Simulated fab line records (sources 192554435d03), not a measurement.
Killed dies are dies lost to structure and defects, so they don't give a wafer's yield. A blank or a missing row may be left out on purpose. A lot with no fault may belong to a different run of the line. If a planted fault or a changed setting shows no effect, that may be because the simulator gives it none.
fab line records ; flow n5_finfet
record: lots: 14; wafers: 42; last_day: 16
route steps=1938 shown BEOL_M14@1727
lots untouched by any fault: they come from a run of this same line in which no faults occurred
start_h: hours from the record's opening day to when the first of the lot's shown wafers began ; wait_h: hours since the lot's step before ; " the same as in the row above ; L1.1+2: a row that stands for several wafers ; - no value, or no start given ; * or withheld: withheld ; < > ~ a bound
route shown NAME@n: a module of which the file shows steps, and the number in the route of the first ; usual: mean/standard deviation of fault-free wafers ; same: alike in all rows ; chamber/n: place in a boat ; sites: per-site readings ; _std_site: standard deviation across them ; _edge_site: mean of outer sites minus mean of inner sites ; radius_mm: how far each site lies from the wafer's centre ; mask NAME#n: copy n ; behind: tool/chamber where the wafer was last shaped ; hold: what put the lot on hold/how long, in hours/how the hold closed ; device: transistor that didn't switch, given as n, p or np ; end of line: tests of these same wafers at the route's end ; a step given without rows: its recipe and nothing more ; killed: dies lost to structure and defects at the first sort, not the wafer's yield ; map: a wafer's dies, marking killed ones x, the rest . and places with no die _
set.NAME: the setting as run; set.NAME@STEP: as run at that earlier step ; model.NAME: the simulator's own value behind a step, which no gauge read
steps of the route over a sample of lots; a table a step, a row a wafer
services: the hour from which a tool's chamber was out of use, counted from the record's first day as start_h (under 0 if before that day), plus the number of hours and why
== steps ==
step: N5_BEOL_M14_OVL_MEAS_11
recipe: points_per_wafer: 44
usual: V13_OVL: 0/5
lot.wafer;tool;chamber;start_h;wait_h;V13_OVL[nm]
L440.3;overlay-02;0;245.66;0.0;-1
L440.4;overlay-02;0;245.66;0.0;8
L440.5;overlay-02;0;245.66;0.0;-1
L442.3;overlay-02;0;246.21;0.0;4
L442.5;overlay-02;0;246.21;0.0;6
L442.6;overlay-02;0;246.21;0.0;-7
L441.2;overlay-01;0;251.15;0.0;8
L441.3;overlay-01;0;251.15;0.0;-3
L441.5;overlay-01;0;251.15;0.0;4
L444.2;overlay-02;0;261.38;0.0;0
L444.5;overlay-02;0;261.38;0.0;-9
L444.6;overlay-02;0;261.38;0.0;-1
L443.1;overlay-01;0;262.80;0.0;-8
L443.4;overlay-01;0;262.80;0.0;-2
L443.5;overlay-01;0;262.80;0.0;-3
L445.1;overlay-01;0;268.07;0.0;-2
L445.2;overlay-01;0;268.07;0.0;-2
L445.3;overlay-01;0;268.07;0.0;3
L448.2;overlay-01;0;292.27;0.0;-7
L448.3;overlay-01;0;292.27;0.0;-7
L448.5;overlay-01;0;292.27;0.0;-7
L449.1;overlay-01;0;292.69;0.0;5
L449.3;overlay-01;0;292.69;0.0;-1
L449.4;overlay-01;0;292.69;0.0;3
L450.2;overlay-02;0;297.58;0.0;-1
L450.3;overlay-02;0;297.58;0.0;-2
L450.4;overlay-02;0;297.58;0.0;2
L451.3;overlay-02;0;306.01;0.1;4
L451.5;overlay-02;0;306.01;0.1;3
L451.6;overlay-02;0;306.01;0.1;9
L455.1;overlay-02;0;336.24;0.0;2
L455.2;overlay-02;0;336.24;0.0;-1
L455.3;overlay-02;0;336.24;0.0;0
L460.1;overlay-02;0;355.37;0.0;-1
L460.2;overlay-02;0;355.37;0.0;7
L460.4;overlay-02;0;355.37;0.0;2
L459.1;overlay-01;0;361.86;0.0;-13
L459.2;overlay-01;0;361.86;0.0;3
L459.5;overlay-01;0;361.86;0.0;-10
L462.2;overlay-02;0;371.39;0.0;0
L462.3;overlay-02;0;371.39;0.0;4
L462.6;overlay-02;0;371.39;0.0;-7
step: N5_BEOL_M14_INSPECT_12
recipe: mode: adi; inspect_instrument: macro
usual: raw_defect_count: 2.3/1.3
lot.wafer;tool;chamber;start_h;wait_h;raw_defect_count
L440.3;defect_inspect-02;-;245.68;0.0;1
L440.4;defect_inspect-02;-;245.68;0.0;2
L440.5;defect_inspect-02;-;245.68;0.0;2
L442.3;defect_inspect-01;-;246.24;0.0;1
L442.5;defect_inspect-01;-;246.24;0.0;4
L442.6;defect_inspect-01;-;246.24;0.0;3
L441.2;defect_inspect-01;-;251.18;0.0;3
L441.3;defect_inspect-01;-;251.18;0.0;2
L441.5;defect_inspect-01;-;251.18;0.0;4
L444.2;defect_inspect-02;-;261.40;0.0;2
L444.5;defect_inspect-02;-;261.40;0.0;5
L444.6;defect_inspect-02;-;261.40;0.0;3
L443.1;defect_inspect-02;-;262.82;0.0;2
L443.4;defect_inspect-02;-;262.82;0.0;1
L443.5;defect_inspect-02;-;262.82;0.0;1
L445.1;defect_inspect-01;-;268.09;0.0;1
L445.2;defect_inspect-01;-;268.09;0.0;3
L445.3;defect_inspect-01;-;268.09;0.0;4
L448.2;defect_inspect-01;-;292.30;0.0;2
L448.3;defect_inspect-01;-;292.30;0.0;1
L448.5;defect_inspect-01;-;292.30;0.0;2
L449.1;defect_inspect-02;-;292.71;0.0;5
L449.3;defect_inspect-02;-;292.71;0.0;3
L449.4;defect_inspect-02;-;292.71;0.0;5
L450.2;defect_inspect-01;-;297.61;0.0;0
L450.3;defect_inspect-01;-;297.61;0.0;1
L450.4;defect_inspect-01;-;297.61;0.0;2
L451.3;defect_inspect-01;-;306.03;0.0;2
L451.5;defect_inspect-01;-;306.03;0.0;4
L451.6;defect_inspect-01;-;306.03;0.0;4
L455.1;defect_inspect-01;-;336.27;0.0;1
L455.2;defect_inspect-01;-;336.27;0.0;2
L455.3;defect_inspect-01;-;336.27;0.0;1
L460.1;defect_inspect-01;-;355.40;0.0;0
L460.2;defect_inspect-01;-;355.40;0.0;2
L460.4;defect_inspect-01;-;355.40;0.0;1
L459.1;defect_inspect-01;-;361.88;0.0;2
L459.2;defect_inspect-01;-;361.88;0.0;1
L459.5;defect_inspect-01;-;361.88;0.0;3
L462.2;defect_inspect-01;-;371.42;0.0;0
L462.3;defect_inspect-01;-;371.42;0.0;1
L462.6;defect_inspect-01;-;371.42;0.0;2
step: N5_BEOL_M14_DEVELOP_27
recipe: develop_time_s: 45; rinse_liquid: diw; dry: air_spin; dev_temp_c: 21
usual: chill_plate_temp_C: 22.97/0.11; develop_time_s: 45/0
lot.wafer;tool;chamber;start_h;wait_h;chill_plate_temp_C;develop_time_s
L440.3;litho_track-02;0;247.01;-;23.10;45
L440.4;litho_track-02;0;247.01;-;23.07;45
L440.5;litho_track-02;0;247.01;-;22.93;45
L442.3;litho_track-01;0;247.23;-;22.92;45
L442.5;litho_track-01;0;247.23;-;23.00;45
L442.6;litho_track-01;0;247.23;-;22.96;45
L441.2;litho_track-04;0;252.06;-;23.11;45
L441.3;litho_track-04;0;252.06;-;22.83;45
L441.5;litho_track-04;0;252.06;-;23.02;45
L444.2;litho_track-04;0;262.08;-;23.05;45
L444.5;litho_track-04;0;262.08;-;23.03;45
L444.6;litho_track-04;0;262.08;-;23.17;45
L443.1;litho_track-02;0;263.54;-;22.91;45
L443.4;litho_track-02;0;263.54;-;22.83;45
L443.5;litho_track-02;0;263.54;-;22.81;45
L445.1;litho_track-01;0;268.78;-;23.00;45
L445.2;litho_track-01;0;268.78;-;22.97;45
L445.3;litho_track-01;0;268.78;-;22.95;45
L448.2;litho_track-02;0;293.11;-;22.83;45
L448.3;litho_track-02;0;293.11;-;23.02;45
L448.5;litho_track-02;0;293.11;-;23.04;45
L449.1;litho_track-02;0;293.65;-;22.96;45
L449.3;litho_track-02;0;293.65;-;22.85;45
L449.4;litho_track-02;0;293.65;-;23.04;45
L450.2;litho_track-01;0;298.29;-;22.85;45
L450.3;litho_track-01;0;298.29;-;22.93;45
L450.4;litho_track-01;0;298.29;-;22.85;45
L451.3;litho_track-02;0;306.85;-;22.93;45
L451.5;litho_track-02;0;306.85;-;22.89;45
L451.6;litho_track-02;0;306.85;-;22.87;45
L455.1;litho_track-02;0;337.08;-;22.72;45
L455.2;litho_track-02;0;337.08;-;22.85;45
L455.3;litho_track-02;0;337.08;-;22.83;45
L460.1;litho_track-01;-;356.21;-;-;-
L460.2;litho_track-01;-;356.21;-;-;-
L460.4;litho_track-01;-;356.21;-;-;-
L459.1;litho_track-02;-;362.57;-;-;-
L459.2;litho_track-02;-;362.57;-;-;-
L459.5;litho_track-02;-;362.57;-;-;-
L462.2;litho_track-04;0;372.23;-;22.92;45
L462.3;litho_track-04;0;372.23;-;22.77;45
L462.6;litho_track-04;0;372.23;-;22.90;45
step: N5_BEOL_M14_CD_MEAS_28
recipe: target_cd_nm: 284.4; landing_energy_ev: 500; detector: se_inlens
usual: cd_nm: 286.2/2.4
lot.wafer;tool;chamber;start_h;wait_h;cd_nm
L440.3;cd_sem-03;0;247.12;-;279.9
L440.4;cd_sem-03;0;247.12;-;285.2
L440.5;cd_sem-03;0;247.12;-;280.7
L442.3;cd_sem-01;0;247.34;-;286.7
L442.5;cd_sem-01;0;247.34;-;284.3
L442.6;cd_sem-01;0;247.34;-;286.7
L441.2;cd_sem-02;0;252.17;-;289.1
L441.3;cd_sem-02;0;252.17;-;288.5
L441.5;cd_sem-02;0;252.17;-;289.5
L444.2;cd_sem-01;0;262.20;-;286.5
L444.5;cd_sem-01;0;262.20;-;289.6
L444.6;cd_sem-01;0;262.20;-;286.6
L443.1;cd_sem-03;0;263.65;-;283.6
L443.4;cd_sem-03;0;263.65;-;287.5
L443.5;cd_sem-03;0;263.65;-;286.0
L445.1;cd_sem-01;0;268.89;-;285.9
L445.2;cd_sem-01;0;268.89;-;285.5
L445.3;cd_sem-01;0;268.89;-;289.0
L448.2;cd_sem-03;0;293.22;-;283.6
L448.3;cd_sem-03;0;293.22;-;287.1
L448.5;cd_sem-03;0;293.22;-;287.5
L449.1;cd_sem-02;0;293.76;-;286.1
L449.3;cd_sem-02;0;293.76;-;283.5
L449.4;cd_sem-02;0;293.76;-;288.7
L450.2;cd_sem-03;0;298.40;-;286.4
L450.3;cd_sem-03;0;298.40;-;284.1
L450.4;cd_sem-03;0;298.40;-;287.7
L451.3;cd_sem-03;0;306.96;-;288.4
L451.5;cd_sem-03;0;306.96;-;288.8
L451.6;cd_sem-03;0;306.96;-;287.7
L455.1;cd_sem-01;0;337.19;-;286.6
L455.2;cd_sem-01;0;337.19;-;285.3
L455.3;cd_sem-01;0;337.19;-;286.4
L460.1;cd_sem-02;0;356.32;-;-
L460.2;cd_sem-02;0;356.32;-;-
L460.4;cd_sem-02;0;356.32;-;-
L459.1;cd_sem-02;0;362.68;-;-
L459.2;cd_sem-02;0;362.68;-;-
L459.5;cd_sem-02;0;362.68;-;-
L462.2;cd_sem-03;0;372.34;-;290.3
L462.3;cd_sem-03;0;372.34;-;287.6
L462.6;cd_sem-03;0;372.34;-;288.9
== services ==
tool;chamber;start_h;hours;kind
litho_track-01;-;232.98;-;consumable_replace:filter
== key ==
first_sign: step: N5_BEOL_M14_DEVELOP_27; reading: tool_record; direction: missing
effect none on later readings
met_at N5_BEOL_M14_DEVELOP_27
struck_lots L459,L460
later_rows_left_out L459.1,L459.2,L459.5,L460.1,L460.2,L460.4
sort_left_out L459.1,L459.2,L459.5,L460.1,L460.2,L460.4
not_acting_at N5_BEOL_M14_OVL_MEAS_11,N5_BEOL_M14_INSPECT_12,N5_BEOL_M14_CD_MEAS_28
onset_between 337.08 356.21
earlier_fault: kind: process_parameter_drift; tool: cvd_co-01; chamber: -; onset_h: 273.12; steps: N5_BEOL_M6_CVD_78; channel: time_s; offset: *; shape: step; end_h: 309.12; acts_in: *; stated: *
fault: kind: skipped_step_whole; tool: litho_track-01,litho_track-02; chamber: -; onset_h: 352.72; steps: N5_BEOL_M14_DEVELOP_27; scope: struck_lots_only
sort_left_out: the simulated sort isn't trusted on such a fault, so these wafers' sort isn't shown, and their yield isn't known
later_rows_left_out: the simulator's readings of these wafers behind a module that went badly wrong aren't trusted and aren't shown, but for the sort
